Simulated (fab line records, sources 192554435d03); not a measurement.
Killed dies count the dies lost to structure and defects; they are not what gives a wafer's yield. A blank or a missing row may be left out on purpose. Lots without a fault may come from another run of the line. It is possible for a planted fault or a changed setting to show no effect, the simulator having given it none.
The tool behind it: which one? + flow n5_finfet + 12 lots with 36 wafers sampled at 3 steps, on a route of 1938 steps

== WHAT THE GAUGES SHOWED, per wafer ==
N5_BEOL_M9_THK_MEAS_01.
| lot  | measured     | on            | M9_ILD_THK (nm) |
|------|--------------|---------------|-----------------|
| L076 | day 9 18:26  | film_metro-01 | 269 267 268     |
| L077 | day 10 12:02 | film_metro-02 | 268 275 271     |
| L079 | day 11 01:16 | film_metro-01 | 264 268 263     |
| L080 | day 11 09:28 | film_metro-02 | 271 266 269     |
| L083 | day 11 19:24 | film_metro-01 | 267 269 276     |
| L084 | day 12 06:13 | film_metro-02 | 268 262 268     |
| L087 | day 12 20:03 | film_metro-02 | 263 273 273     |
| L090 | day 13 11:09 | film_metro-02 | 262 261 270     |
| L092 | day 14 08:07 | film_metro-01 | 274 270 280     |
| L093 | day 14 21:08 | film_metro-01 | 271 270 273     |
| L094 | day 15 04:57 | film_metro-02 | 268 272 267     |
| L097 | day 15 15:35 | film_metro-01 | 273 270 277     |

== EACH LOT AND THE TOOL THAT RAN IT (in order: tool; ch and the chambers of the sampled wafers; start) ==
| lot  | N5_BEOL_M8_DEGAS_44          | N5_BEOL_M8_ANNEAL_51             |
|------|------------------------------|----------------------------------|
| L076 | pvd_sputter-01, day 9 16:03  | rtp_anneal-02 ch 0, day 9 17:04  |
| L077 | pvd_sputter-02, day 10 04:04 | rtp_anneal-02 ch 0, day 10 10:43 |
| L079 | pvd_sputter-01, day 10 18:56 | rtp_anneal-02 ch 0, day 10 23:47 |
| L080 | pvd_sputter-03, day 11 07:14 | rtp_anneal-02 ch 0, day 11 08:06 |
| L083 | pvd_sputter-01, day 11 16:49 | rtp_anneal-01 ch 0, day 11 17:53 |
| L084 | pvd_sputter-03, day 12 02:16 | rtp_anneal-02 ch 0, day 12 04:07 |
| L087 | pvd_sputter-02, day 12 17:27 | rtp_anneal-02 ch 0, day 12 18:41 |
| L090 | pvd_sputter-01, day 13 07:01 | rtp_anneal-01 ch 0, day 13 09:44 |
| L092 | pvd_sputter-01, day 14 04:25 | rtp_anneal-02 ch 0, day 14 05:33 |
| L093 | pvd_sputter-01, day 14 18:09 | rtp_anneal-01 ch 0, day 14 19:25 |
| L094 | pvd_sputter-01, day 15 01:53 | rtp_anneal-01 ch 0, day 15 03:37 |
| L097 | pvd_sputter-01, day 15 13:19 | rtp_anneal-01 ch 0, day 15 14:20 |
- N5_BEOL_M8_DEGAS_44: time 60 s.
- N5_BEOL_M8_ANNEAL_51: time 90 s.

== THE ANSWER, worked out from the rows above alone ==
Rule: the usual values come from the lots themselves. Put in order of their means at a reading, lots are off if they are a third of the lots or fewer, leave a main group of 4 or more, and stand apart from it by a gap of 3 or more times the standard deviation of the main group's means; of several such gaps the widest counts. The tables above print the reading to a certain number of digits; a main group whose means all agree to those digits is not used. A lot without any number at a reading at which 4 lots or more have one is off too. All remaining lots with rows at the step are treated as sound.
No lot is off on any of the readings shown, so nothing can be concluded from this.

== WHAT THE SIMULATOR PUT IN ==
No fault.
